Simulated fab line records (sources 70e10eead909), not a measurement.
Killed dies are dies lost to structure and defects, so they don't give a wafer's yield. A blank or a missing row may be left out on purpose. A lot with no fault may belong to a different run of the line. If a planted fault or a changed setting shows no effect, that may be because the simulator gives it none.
fab line records    flow nandHarc
[record] lots = 13  wafers = 39  lastDay = 33
route steps=1302 shown A_CONTACT@1081 A_BLC@1117 END@1302
lots that met no fault: taken from a fault-free run of the same line
startH: hours from the record's first day to the start of the lot's first wafer shown    waitH: hours elapsed since this lot's preceding step    " same as the row above    L1.1+2: a single row standing in for several wafers    - no value, or no start given    * or withheld: withheld    < > ~ a bound
route shown NAME@n: names a module that has steps shown in the file, with the first one's number in the route    usual: mean/standard deviation of fault-free wafers    same: alike in all rows    chamber/n: place in a boat    sites: each site's reading    _std_site: the values' standard deviation    _edge_site: the outer-site mean with the inner-site mean subtracted    radiusMm: for every site, how far away it sits from the centre of the wafer    mask NAME#n: copy n    behind: the tool/chamber that last shaped the wafer    hold: why the lot went on hold/how many hours it stayed there/how the hold came to an end    device: the n, p or np transistor that did not switch    end of line: the tests these same wafers got at the end of their route    where a step has no rows: the recipe by itself    killed: count of dies lost to structure and defects at first sort (not the wafer's yield)    map: a wafer's dies, marking killed ones x, the rest . and places with no die _
set.NAME: the run value of the setting; set.NAME@STEP: its run value at that earlier step    model.NAME: the simulator's own value behind a step, which no gauge read
the route's steps for a sample of lots (tables are steps, rows are wafers)
services: when a tool's chamber went out of use (startH, in hours from the record's first day, below 0 if earlier), for how many hours, and the reason
[[steps]]
[step NHARC_A_CONTACT_DESCUM_13]
[recipe] timeS = 3  o2FlowSccm = 200  arFlowSccm = 0  biasPowerW = 0  chemistry = O2
[usual] drypumpMotorCurrentA = 5.82/0.25  oesProductAu = 0.997/0.014  rfVppV = 57.8/0.94  showerheadPlenumPTorr = 1.93/0.069  throttleValvePct = 11.312/0.0095
lot.wafer  tool        chamber  startH  waitH  drypumpMotorCurrentA  oesProductAu  rfHoursCounterH  rfVppV  showerheadPlenumPTorr  throttleValvePct
L723.3     rieDiel-05  2        519.91  0.1    6.06                  1.013         19               57.0    1.82                   11.306
L723.4     "           0        "       "      5.70                  0.998         18               58.4    1.93                   11.319
L723.5     "           2        "       "      6.07                  1.007         -                57.6    1.82                   11.288
L724.4     rieDiel-05  2        525.26  0.1    6.05                  1.007         20               57.5    1.82                   11.313
L724.3     "           0        "       "      5.71                  0.999         19               56.6    1.93                   11.311
L724.6     "           3        "       "      5.69                  1.014         -                57.2    1.99                   11.307
L725.1     rieDiel-05  0        531.58  0.1    5.70                  1.010         20               59.6    1.93                   11.304
L725.2     "           2        "       "      6.05                  1.000         21               58.3    1.82                   11.315
L725.5     "           0        "       "      5.71                  0.994         -                58.2    1.93                   11.308
L727.3     rieDiel-05  1        542.87  0.1    5.99                  0.991         22               57.6    1.94                   11.317
L727.1     "           3        "       "      5.70                  1.022         22               58.3    1.99                   11.315
L727.6     "           1        "       "      5.98                  0.979         -                58.0    1.94                   11.314
L726.3     rieDiel-05  3        545.49  0.1    5.72                  1.008         23               58.7    1.99                   11.313
L726.2     "           0        "       "      5.69                  1.012         23               58.1    1.93                   11.302
L726.4     "           1        "       "      5.99                  0.970         23               57.8    1.94                   11.310
L735.1     rieDiel-10  3        628.68  0.1    5.93                  0.968         3                57.0    1.96                   11.304
L735.2     "           1        "       "      5.74                  1.008         4                56.7    1.90                   11.313
L735.6     "           0        "       "      5.44                  0.999         -                58.7    2.04                   11.314
L736.1     rieDiel-05  0        629.58  0.1    5.71                  0.998         10               57.5    1.92                   11.306
L736.4     "           3        "       "      5.70                  0.995         9                57.3    1.98                   11.323
L736.5     "           1        "       "      5.97                  0.970         -                56.8    1.94                   11.321
L740.1     rieDiel-05  2        674.62  0.1    6.10                  1.016         15               57.0    1.81                   11.316
L740.6     "           0        "       "      5.72                  0.998         -                57.0    1.92                   11.313
L740.5     "           1        "       "      5.98                  0.970         -                56.6    1.93                   11.307
L741.2     rieDiel-05  3        700.18  0.1    5.69                  0.980         22               58.1    1.98                   11.302
L741.6     "           0        "       "      5.70                  1.001         -                59.0    1.92                   11.309
L741.5     "           1        "       "      5.99                  0.989         -                58.3    1.93                   11.315
L742.1     rieDiel-01  0        701.16  0.1    4.73                  1.007         47               58.1    1.89                   11.296
L742.2     "           2        "       "      5.85                  1.007         46               59.0    2.02                   11.313
L742.5     "           0        "       "      4.75                  0.999         -                57.6    1.89                   11.324
L743.2     rieDiel-05  1        718.40  0.1    5.96                  0.977         26               57.8    1.93                   11.327
L743.5     "           2        "       "      6.04                  1.018         -                56.8    1.81                   11.319
L743.6     "           3        "       "      5.69                  0.994         -                57.9    1.98                   11.297
L745.2     rieDiel-05  0        729.22  0.1    5.71                  0.990         33               56.7    1.91                   11.291
L745.4     "           1        "       "      5.97                  0.981         28               57.5    1.93                   11.307
L745.6     "           1        "       "      5.95                  0.993         -                58.5    1.93                   11.318
L746.3     rieDiel-05  3        736.91  0.1    5.70                  0.985         31               57.1    1.98                   11.303
L746.4     "           1        "       "      5.97                  0.984         29               59.0    1.93                   11.317
L746.5     "           0        "       "      5.70                  0.988         -                57.4    1.91                   11.316
[step NHARC_A_CONTACT_ETCH_135]
[recipe] sourceW = withheld  pressureMtorr = 20  biasV = 1200  timeS = 311  targetDepthA = 19120  arFlowSccm = withheld  c4f8FlowSccm = withheld  o2FlowSccm = withheld  chemistry = C4F8/O2/Ar
lot.wafer  tool           chamber  startH  waitH  rfHoursCounterH
L723.4     harCapEtch-03  0        521.32  0.2    -
L723.3     "              1        "       "      -
L723.5     "              1        "       "      -
L724.3     harCapEtch-02  0        526.67  0.2    -
L724.4     "              1        "       "      -
L724.6     "              0        "       "      -
L725.2     harCapEtch-02  0        532.90  0.2    88
L725.1     "              1        "       "      88
L725.5     "              1        "       "      -
L727.1     harCapEtch-02  1        544.20  0.2    90
L727.3     "              1        "       "      -
L727.6     "              1        "       "      -
L726.2     harCapEtch-03  0        546.86  0.2    50
L726.4     "              1        "       "      -
L726.3     "              0        "       "      -
L735.2     harCapEtch-03  0        630.02  0.2    66
L735.1     "              1        "       "      66
L735.6     "              1        "       "      -
L736.1     harCapEtch-03  1        631.63  0.2    67
L736.4     "              1        "       "      -
L736.5     "              0        "       "      -
L740.1     harCapEtch-01  0        675.93  0.2    32
L740.6     "              0        "       "      -
L740.5     "              1        "       "      -
L741.2     harCapEtch-02  1        702.28  0.2    118
L741.5     "              0        "       "      -
L741.6     "              1        "       "      -
L742.1     harCapEtch-03  1        703.13  0.2    78
L742.2     "              0        "       "      78
L742.5     "              0        "       "      -
L743.2     harCapEtch-01  1        719.74  0.2    39
L743.5     "              0        "       "      -
L743.6     "              1        "       "      -
L745.2     harCapEtch-01  0        730.59  0.2    42
L745.4     "              0        "       "      -
L745.6     "              0        "       "      -
L746.3     harCapEtch-03  0        738.34  0.2    -
L746.4     "              1        "       "      -
L746.5     "              1        "       "      -
[step NHARC_A_CONTACT_CD_MEAS_15]
[usual] cdNm = 190.1/0.66
lot.wafer  tool      chamber  startH  waitH  cdNm
L723.3     cdSem-01  -        523.11  -      189.4
L723.4     "         -        "       "      189.9
L723.5     "         -        "       "      189.0
L724.3     cdSem-01  -        528.57  -      190.6
L724.4     "         -        "       "      191.3
L724.6     "         -        "       "      190.7
L725.1     cdSem-02  -        534.76  -      189.6
L725.2     "         -        "       "      190.0
L725.5     "         -        "       "      189.9
L727.1     cdSem-03  -        546.08  -      189.6
L727.3     "         -        "       "      190.0
L727.6     "         -        "       "      189.5
L726.2     cdSem-03  -        548.68  -      189.7
L726.3     "         -        "       "      189.4
L726.4     "         -        "       "      190.9
L735.1     cdSem-03  -        631.89  -      190.2
L735.2     "         -        "       "      189.2
L735.6     "         -        "       "      189.7
L736.1     cdSem-03  -        633.45  -      190.3
L736.4     "         -        "       "      189.5
L736.5     "         -        "       "      189.2
L740.1     cdSem-02  -        677.80  -      190.3
L740.5     "         -        "       "      190.6
L740.6     "         -        "       "      189.9
L741.2     cdSem-01  -        704.10  -      189.6
L741.5     "         -        "       "      190.2
L741.6     "         -        "       "      189.9
L742.1     cdSem-02  -        704.99  -      190.2
L742.2     "         -        "       "      189.2
L742.5     "         -        "       "      188.5
L743.2     cdSem-01  -        721.60  -      191.4
L743.5     "         -        "       "      190.4
L743.6     "         -        "       "      191.3
L745.2     cdSem-01  -        732.41  -      190.8
L745.4     "         -        "       "      190.1
L745.6     "         -        "       "      191.0
L746.3     cdSem-03  -        740.12  -      190.1
L746.4     "         -        "       "      190.3
L746.5     "         -        "       "      189.4
[step NHARC_A_BLC_CD_MEAS_10]
[recipe] targetCdNm = 100  landingEnergyEv = 500
[usual] cdNm = 99.8/0.75
lot.wafer  tool      chamber  startH  waitH  cdNm
L723.3     cdSem-02  0        525.93  -      99.8
L723.4     "         0        "       "      99.3
L723.5     "         0        "       "      101.1
L724.3     cdSem-01  0        531.51  -      100.7
L724.4     "         0        "       "      99.3
L724.6     "         0        "       "      100.7
L725.1     cdSem-02  0        537.69  -      99.7
L725.2     "         0        "       "      100.1
L725.5     "         0        "       "      101.0
L727.1     cdSem-01  0        549.26  -      101.1
L727.3     "         0        "       "      99.2
L727.6     "         0        "       "      100.2
L726.2     cdSem-02  0        551.62  -      100.4
L726.3     "         0        "       "      98.9
L726.4     "         0        "       "      99.6
L735.1     cdSem-01  0        636.98  -      99.5
L735.2     "         0        "       "      99.1
L735.6     "         0        "       "      98.8
L736.1     cdSem-03  0        639.70  -      99.4
L736.4     "         0        "       "      100.3
L736.5     "         0        "       "      98.4
L740.1     cdSem-01  0        680.80  -      99.3
L740.5     "         0        "       "      99.4
L740.6     "         0        "       "      100.7
L741.2     cdSem-02  0        706.93  -      100.2
L741.5     "         0        "       "      100.9
L741.6     "         0        "       "      100.0
L742.1     cdSem-02  0        707.97  -      101.2
L742.2     "         0        "       "      100.5
L742.5     "         0        "       "      101.8
L743.2     cdSem-01  0        724.87  -      100.5
L743.5     "         0        "       "      100.2
L743.6     "         0        "       "      99.6
L745.2     cdSem-01  0        735.36  -      100.8
L745.4     "         0        "       "      100.0
L745.6     "         0        "       "      100.9
L746.3     cdSem-02  0        743.05  -      100.7
L746.4     "         0        "       "      100.3
L746.5     "         0        "       "      99.0
[step NHARC_END_SORT_01]
[recipe] tempC = 25
[usual] killedAtArray = 58/22  killedAtOther = 1.0/1.3  killedAtPeriphery = 5/3.4  killedDies = 64/22  killedOpen = 3.6/1.8  killedShort = 2.4/1.7
[same] grossDies = 677
lot.wafer  tool       chamber  startH  waitH  killedAtArray  killedAtOther  killedAtPeriphery  killedDies  killedOpen  killedShort
L735.1     prober-01  0        705.14  2.5    117            0              1                  118         1           2
L735.2     prober-01  0        705.92  2.7    116            0              1                  117         2           2
L735.6     prober-01  0        709.06  3.9    133            0              3                  136         6           1
L736.1     prober-02  0        705.62  2.5    163            0              2                  165         1           4
L736.4     prober-02  0        708.01  3.4    157            0              1                  158         0           1
L736.5     prober-02  0        708.80  3.7    188            0              3                  191         3           0
// killed by level:class
L735.1 A_CONTACT:unspecified=101 A_CONTACT:chamberFilmFlake=4 A_CHANNEL_HOLE_D1:chamberFilmFlake=3 A_ONON_D2:geometricParticle:short=1 A_CHANNEL_FILL_D2:geometricParticle:open=1 A_SLIT:geometricParticle:short=1 P_STI:chamberFilmFlake=1 A_ZERO_WELL:chamberFilmFlake=1
L736.1 A_CONTACT:unspecified=89 A_CHANNEL_HOLE_D1:chamberFilmFlake=36 A_CHANNEL_HOLE_D2:chamberFilmFlake=18 A_SLIT:chamberFilmFlake=9 A_CHANNEL_FILL_D1:geometricParticle:short=2 A_WL_FILL:chamberFilmFlake=2 A_M1:chamberFilmFlake=2 P_CONTACT:geometricParticle:open=1
L735.2 A_CONTACT:unspecified=100 A_CHANNEL_HOLE_D1:chamberFilmFlake=7 A_CHANNEL_FILL_D2:chamberFilmFlake=2 A_SLIT:chamberFilmFlake=2 P_CONTACT:geometricParticle:open=1 A_CHANNEL_HOLE_D1:geometricParticle:short=1 A_CHANNEL_FILL_D1:geometricParticle:open=1 A_WL_FILL:geometricParticle:short=1
L736.4 A_CONTACT:unspecified=97 A_CHANNEL_HOLE_D1:chamberFilmFlake=42 A_SLIT:chamberFilmFlake=7 A_CHANNEL_HOLE_D2:chamberFilmFlake=3 A_WL_FILL:chamberFilmFlake=2 A_M1:chamberFilmFlake=2 P_M2:geometricParticle:short=1 A_CHANNEL_FILL_D1:chamberFilmFlake=1
L736.5 A_CONTACT:unspecified=94 A_SLIT:chamberFilmFlake=38 A_CHANNEL_HOLE_D1:chamberFilmFlake=31 A_CHANNEL_HOLE_D2:chamberFilmFlake=15 A_M1:chamberFilmFlake=3 A_CHANNEL_FILL_D1:geometricParticle:open=2 A_WL_FILL:chamberFilmFlake=2 P_M2:geometricParticle:open=1
L735.6 A_CONTACT:unspecified=113 A_CONTACT:chamberFilmFlake=8 A_SLIT:chamberFilmFlake=4 A_BLC:geometricParticle:open=2 P_CONTACT:geometricParticle:open=1 P_CONTACT:geometricParticle:short=1 A_CONTACT:geometricParticle:open=1 A_M0:geometricParticle:open=1
[[services]]
tool           chamber  startH  hours  kind
harCapEtch-01  -        497.00  17.0   pm
rieDiel-10     0        498.78  5.2    repair
rieDiel-05     2        503.05  1.7    repair
rieDiel-05     0        514.10  -      clean
rieDiel-05     1        514.10  -      clean
rieDiel-05     2        514.10  -      clean
rieDiel-05     3        514.10  -      clean
rieDiel-05     0        538.86  -      clean
rieDiel-05     1        538.86  -      clean
rieDiel-05     2        538.86  -      clean
rieDiel-10     0        539.17  2.1    repair
rieDiel-01     -        557.96  9.0    pm
rieDiel-05     -        584.22  9.0    pm
rieDiel-10     0        593.91  3.1    repair
rieDiel-10     -        599.96  9.0    pm
rieDiel-10     3        622.77  5.5    repair
rieDiel-01     3        636.36  2.6    repair
rieDiel-05     0        641.73  1.7    repair
rieDiel-01     3        676.46  1.4    repair
rieDiel-05     1        684.98  12.2   repair
rieDiel-10     0        710.45  4.6    repair
rieDiel-10     0        723.49  2.4    repair
rieDiel-01     -        724.20  8.3    repair
rieDiel-01     -        734.96  9.0    pm
[[key]]
[firstSign] step = NHARC_END_SORT_01  reading = killedAtArray  direction = up  sigmas = 4  usual = 58  struck = 146
[effect] step = NHARC_END_SORT_01  reading = killedDies  direction = up  sigmas = 3.8  usual = 64  struck = 148
[moreKillsBornAt] NHARC_A_CONTACT_ETCH_135@harCapEtch-03 = 592
metAt NHARC_A_CONTACT_ETCH_135
struckLots L735,L736
testerLeftOut L735,L736
notActingAt NHARC_A_CONTACT_DESCUM_13,NHARC_A_CONTACT_CD_MEAS_15,NHARC_A_BLC_CD_MEAS_10
onsetBetween 546.86 630.02
[fault] kind = chamberParticleSource  tool = harCapEtch-03  chamber = -  onsetH = 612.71  steps = NHARC_A_CONTACT_ETCH_135  ratePerVisitCm2 = 2.0164  endH = 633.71
// testerLeftOut: of these lots the tester's yield and bins aren't shown, on N5 and GAA mostly nor the transistor test; their killed dies are dies lost to structure and defects alone, not to doping, threshold or leakage, so they don't give the yield
